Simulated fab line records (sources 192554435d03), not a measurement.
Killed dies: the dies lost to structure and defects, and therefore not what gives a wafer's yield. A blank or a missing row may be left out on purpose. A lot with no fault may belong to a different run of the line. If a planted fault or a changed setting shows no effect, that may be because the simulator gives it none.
Which tool was responsible? + flow n5_finfet + Sampling: 24 lots, 72 wafers, 6 of 1938 route steps

WHAT THE GAUGES READ, wafer by wafer
N5_BEOL_M1_CD_MEAS_35: target cd 18 nm, target cd y 21 nm.
| lot  | measured     | on        | cd_nm (nm)     |
|------|--------------|-----------|----------------|
| L074 | day 6 14:45  | cd_sem-02 | 17.6 17.9 17.8 |
| L075 | day 6 16:22  | cd_sem-01 | 18.2 18.2 18.5 |
| L076 | day 7 11:26  | cd_sem-03 | 18.0 18.3 17.5 |
| L077 | day 7 14:38  | cd_sem-02 | 18.5 18.4 18.2 |
| L078 | day 7 17:33  | cd_sem-02 | 18.2 18.1 18.2 |
| L079 | day 8 07:07  | cd_sem-03 | 17.9 17.7 18.0 |
| L080 | day 8 10:20  | cd_sem-01 | 17.8 18.1 18.1 |
| L081 | day 8 12:05  | cd_sem-03 | 18.3 18.2 17.8 |
| L082 | day 8 19:26  | cd_sem-02 | 18.2 18.0 18.6 |
| L083 | day 9 00:23  | cd_sem-01 | 17.9 17.7 17.7 |
| L084 | day 9 00:40  | cd_sem-01 | 18.0 18.3 18.3 |
| L085 | day 9 03:34  | cd_sem-03 | 17.7 17.6 17.8 |
| L086 | day 9 07:11  | cd_sem-03 | 17.8 18.0 17.8 |
| L087 | day 9 15:02  | cd_sem-02 | 18.0 17.6 17.5 |
| L088 | day 9 19:00  | cd_sem-03 | 18.1 18.0 17.8 |
| L090 | day 10 06:41 | cd_sem-02 | 17.8 17.9 17.5 |
| L089 | day 10 15:44 | cd_sem-03 | 17.9 18.5 18.1 |
| L091 | day 10 18:47 | cd_sem-02 | 18.5 18.4 18.2 |
| L092 | day 11 04:32 | cd_sem-03 | 17.7 18.1 17.6 |
| L094 | day 11 04:36 | cd_sem-03 | 18.7 18.2 18.1 |
| L093 | day 11 13:22 | cd_sem-02 | 17.5 17.7 17.8 |
| L095 | day 11 16:47 | cd_sem-02 | 17.9 18.4 17.8 |
| L096 | day 12 04:38 | cd_sem-02 | 18.1 17.9 18.5 |
| L097 | day 13 08:55 | cd_sem-01 | 18.8 17.9 18.1 |

N5_BEOL_M2_CD_MEAS_11: the cd target is 16.79 nm.
| lot  | measured     | on        | cd_nm (nm)        |
|------|--------------|-----------|-------------------|
| L074 | day 6 20:12  | cd_sem-02 | 16.84 16.98 16.35 |
| L075 | day 6 22:48  | cd_sem-03 | 16.76 16.49 16.77 |
| L076 | day 7 16:42  | cd_sem-02 | 16.72 16.74 16.99 |
| L077 | day 7 21:35  | cd_sem-01 | 17.04 16.90 16.64 |
| L078 | day 7 22:33  | cd_sem-02 | 16.56 17.00 16.79 |
| L079 | day 8 12:17  | cd_sem-01 | 16.85 16.83 17.11 |
| L080 | day 8 16:39  | cd_sem-01 | 17.00 16.72 16.86 |
| L081 | day 8 17:40  | cd_sem-03 | 16.76 16.66 16.71 |
| L082 | day 9 00:51  | cd_sem-01 | 16.70 16.63 16.62 |
| L083 | day 9 06:22  | cd_sem-01 | 17.33 17.19 17.23 |
| L084 | day 9 07:26  | cd_sem-03 | 16.25 17.22 17.24 |
| L085 | day 9 08:53  | cd_sem-01 | 16.81 16.92 16.73 |
| L086 | day 9 12:51  | cd_sem-03 | 16.46 16.61 16.27 |
| L087 | day 9 21:14  | cd_sem-01 | 17.07 16.67 16.99 |
| L088 | day 10 00:19 | cd_sem-02 | 16.86 16.52 16.87 |
| L090 | day 10 11:08 | cd_sem-03 | 17.01 17.06 16.98 |
| L089 | day 10 23:20 | cd_sem-03 | 16.98 16.82 16.73 |
| L091 | day 11 00:41 | cd_sem-01 | 16.82 17.20 16.95 |
| L092 | day 11 09:48 | cd_sem-01 | 17.15 17.05 16.86 |
| L094 | day 11 09:58 | cd_sem-03 | 17.21 17.12 16.97 |
| L093 | day 11 19:27 | cd_sem-03 | 16.99 16.97 17.00 |
| L095 | day 11 21:12 | cd_sem-03 | 17.07 17.18 17.05 |
| L096 | day 12 10:53 | cd_sem-01 | 16.91 16.82 16.57 |
| L097 | day 13 13:20 | cd_sem-03 | 16.90 16.76 16.77 |

N5_BEOL_M2_OVL_MEAS_12.
| lot  | measured     | on         | M2_OVL (nm)    |
|------|--------------|------------|----------------|
| L074 | day 6 20:14  | overlay-01 | -0.3 -1.0 -1.8 |
| L075 | day 6 22:50  | overlay-01 | 0.0 -0.5 -0.2  |
| L076 | day 7 16:44  | overlay-02 | 1.0 -0.5 0.9   |
| L077 | day 7 21:37  | overlay-01 | -2.1 -1.1 -0.5 |
| L078 | day 7 22:35  | overlay-01 | 0.9 -0.7 0.9   |
| L079 | day 8 12:19  | overlay-01 | -0.4 -1.4 -0.7 |
| L080 | day 8 16:42  | overlay-02 | -1.1 -0.5 -0.1 |
| L081 | day 8 17:41  | overlay-02 | -0.6 -1.3 -1.2 |
| L082 | day 9 00:53  | overlay-02 | 0.3 0.5 0.3    |
| L083 | day 9 06:24  | overlay-01 | -1.4 -1.1 -1.5 |
| L084 | day 9 07:29  | overlay-01 | -0.7 0.2 0.8   |
| L085 | day 9 08:55  | overlay-01 | -0.3 -0.2 -0.1 |
| L086 | day 9 12:53  | overlay-01 | -0.8 -1.1 -0.2 |
| L087 | day 9 21:16  | overlay-02 | -1.4 -1.2 -0.5 |
| L088 | day 10 00:20 | overlay-02 | -1.8 -1.9 -1.0 |
| L090 | day 10 11:10 | overlay-02 | 0.2 -0.9 -1.3  |
| L089 | day 10 23:22 | overlay-01 | -0.5 -1.1 -0.4 |
| L091 | day 11 00:43 | overlay-01 | 0.6 0.6 0.2    |
| L092 | day 11 09:50 | overlay-01 | -0.6 -0.6 -0.4 |
| L094 | day 11 09:59 | overlay-02 | -1.0 0.0 -0.4  |
| L093 | day 11 19:29 | overlay-01 | 0.0 0.3 1.0    |
| L095 | day 11 21:14 | overlay-02 | -0.5 0.6 -0.6  |
| L096 | day 12 10:55 | overlay-01 | -0.9 -1.4 0.1  |
| L097 | day 13 13:23 | overlay-01 | -1.2 -1.2 -1.0 |

N5_BEOL_M2_CD_MEAS_18: pitch 36 nm, target cd 18 nm.
| lot  | measured     | on        | cd_nm (nm)     |
|------|--------------|-----------|----------------|
| L074 | day 6 21:13  | cd_sem-02 | 18.2 17.6 17.6 |
| L075 | day 6 23:22  | cd_sem-01 | 18.2 18.0 17.8 |
| L076 | day 7 17:23  | cd_sem-02 | 18.2 18.1 18.1 |
| L077 | day 7 22:08  | cd_sem-03 | 18.4 17.9 18.3 |
| L078 | day 7 23:16  | cd_sem-02 | 17.8 18.0 17.9 |
| L079 | day 8 12:59  | cd_sem-02 | 17.7 18.0 17.6 |
| L080 | day 8 17:17  | cd_sem-02 | 18.0 18.2 18.3 |
| L081 | day 8 18:15  | cd_sem-02 | 17.6 17.8 17.6 |
| L082 | day 9 01:28  | cd_sem-03 | 18.2 18.2 17.9 |
| L083 | day 9 06:57  | cd_sem-03 | 18.3 18.4 18.2 |
| L084 | day 9 08:06  | cd_sem-01 | 18.3 18.4 18.0 |
| L085 | day 9 09:32  | cd_sem-01 | 18.6 18.6 18.1 |
| L086 | day 9 13:24  | cd_sem-02 | 17.6 17.6 17.5 |
| L087 | day 9 21:53  | cd_sem-02 | 17.5 18.3 18.4 |
| L088 | day 10 01:06 | cd_sem-03 | 18.0 18.3 18.2 |
| L090 | day 10 11:41 | cd_sem-02 | 17.8 17.9 17.9 |
| L089 | day 10 23:53 | cd_sem-03 | 17.8 18.1 17.7 |
| L091 | day 11 01:14 | cd_sem-03 | 18.4 18.2 18.5 |
| L092 | day 11 10:29 | cd_sem-03 | 18.4 18.2 17.8 |
| L094 | day 11 10:37 | cd_sem-01 | 18.4 17.7 17.9 |
| L093 | day 11 20:01 | cd_sem-01 | 18.2 17.9 18.0 |
| L095 | day 11 21:45 | cd_sem-01 | 18.2 18.3 18.1 |
| L096 | day 12 11:28 | cd_sem-01 | 18.1 18.0 17.7 |
| L097 | day 13 13:54 | cd_sem-03 | 17.7 17.7 17.8 |

EACH LOT AND THE TOOL THAT RAN IT (in order: tool; ch and the chambers of the sampled wafers; start)
| lot  | N5_BEOL_M1_SURFACE_TREAT_85  | N5_BEOL_M1_SPUTTER_94        |
|------|------------------------------|------------------------------|
| L074 | pvd_sputter-01, day 6 16:08  | pvd_sputter-01, day 6 17:58  |
| L075 | pvd_sputter-02, day 6 16:57  | pvd_sputter-03, day 6 18:49  |
| L076 | pvd_sputter-03, day 7 12:10  | pvd_sputter-03, day 7 14:13  |
| L077 | pvd_sputter-01, day 7 15:26  | pvd_sputter-03, day 7 17:13  |
| L078 | pvd_sputter-01, day 7 18:29  | pvd_sputter-01, day 7 20:22  |
| L079 | pvd_sputter-01, day 8 07:40  | pvd_sputter-02, day 8 09:30  |
| L080 | pvd_sputter-01, day 8 11:11  | pvd_sputter-01, day 8 13:05  |
| L081 | pvd_sputter-01, day 8 13:23  | pvd_sputter-03, day 8 15:11  |
| L082 | pvd_sputter-03, day 8 20:09  | pvd_sputter-01, day 8 22:09  |
| L083 | pvd_sputter-03, day 9 00:58  | pvd_sputter-03, day 9 02:55  |
| L084 | pvd_sputter-03, day 9 01:20  | pvd_sputter-03, day 9 04:46  |
| L085 | pvd_sputter-01, day 9 04:53  | pvd_sputter-03, day 9 06:55  |
| L086 | pvd_sputter-01, day 9 08:19  | pvd_sputter-03, day 9 10:14  |
| L087 | pvd_sputter-03, day 9 16:07  | pvd_sputter-02, day 9 18:34  |
| L088 | pvd_sputter-01, day 9 19:32  | pvd_sputter-02, day 9 21:22  |
| L090 | pvd_sputter-01, day 10 07:14 | pvd_sputter-01, day 10 09:04 |
| L089 | pvd_sputter-01, day 10 16:17 | pvd_sputter-02, day 10 18:03 |
| L091 | pvd_sputter-02, day 10 19:16 | pvd_sputter-01, day 10 22:26 |
| L092 | pvd_sputter-02, day 11 05:04 | pvd_sputter-01, day 11 06:49 |
| L094 | pvd_sputter-01, day 11 05:05 | pvd_sputter-02, day 11 06:50 |
| L093 | pvd_sputter-01, day 11 15:35 | pvd_sputter-01, day 11 17:20 |
| L095 | pvd_sputter-02, day 11 17:19 | pvd_sputter-01, day 11 19:11 |
| L096 | pvd_sputter-01, day 12 05:00 | pvd_sputter-02, day 12 06:46 |
| L097 | pvd_sputter-02, day 13 09:31 | pvd_sputter-01, day 13 11:17 |
- N5_BEOL_M1_SURFACE_TREAT_85
- N5_BEOL_M1_SPUTTER_94: material Cu, target thk 4.5 nm, time 8.29 s.

AS READ BY THE TOOLS THEMSELVES (means over the sampled wafers that have a number; for cases with no such wafer, the mark the record gives instead)
N5_BEOL_M1_SPUTTER_94.
| lot  | tool           | throttle_valve_pct (%) |
|------|----------------|------------------------|
| L074 | pvd_sputter-01 | 30.9                   |
| L075 | pvd_sputter-03 | 29.0                   |
| L076 | pvd_sputter-03 | 28.7                   |
| L077 | pvd_sputter-03 | 28.4                   |
| L078 | pvd_sputter-01 | 29.3                   |
| L079 | pvd_sputter-02 | 29.8                   |
| L080 | pvd_sputter-01 | 29.8                   |
| L081 | pvd_sputter-03 | 29.0                   |
| L082 | pvd_sputter-01 | 30.5                   |
| L083 | pvd_sputter-03 | 29.1                   |
| L084 | pvd_sputter-03 | 28.8                   |
| L085 | pvd_sputter-03 | 28.4                   |
| L086 | pvd_sputter-03 | 29.2                   |
| L087 | pvd_sputter-02 | 29.2                   |
| L088 | pvd_sputter-02 | 29.8                   |
| L090 | pvd_sputter-01 | 29.5                   |
| L089 | pvd_sputter-02 | 29.3                   |
| L091 | pvd_sputter-01 | 29.7                   |
| L092 | pvd_sputter-01 | 30.9                   |
| L094 | pvd_sputter-02 | 28.7                   |
| L093 | pvd_sputter-01 | 30.6                   |
| L095 | pvd_sputter-01 | 28.9                   |
| L096 | pvd_sputter-02 | 29.5                   |
| L097 | pvd_sputter-01 | 29.7                   |

THE ANSWER, worked out from the rows above alone
Rule: the usual values come from the lots themselves. Put in order of their means at a reading, lots are off if they are a third of the lots or fewer, leave a main group of 4 or more, and stand apart from it by a gap of 3 or more times the standard deviation of the main group's means; of several such gaps the widest counts. A main group is skipped when, at the precision printed for the reading in the tables above, its means are all equal. Also off: a lot with no number at a reading for which 4 or more lots have one. Any other lot the step has rows for is counted as sound. The gauges are gone through in route order, then the tools' own readings, and for those a lot's mean is taken as printed above. At the first step where some lot is off, the reading lying furthest off is the one used; lots without a number count as furthest.
No lot is off on any of the readings shown, so nothing can be concluded from this.

WHAT WAS PUT IN BY THE SIMULATOR
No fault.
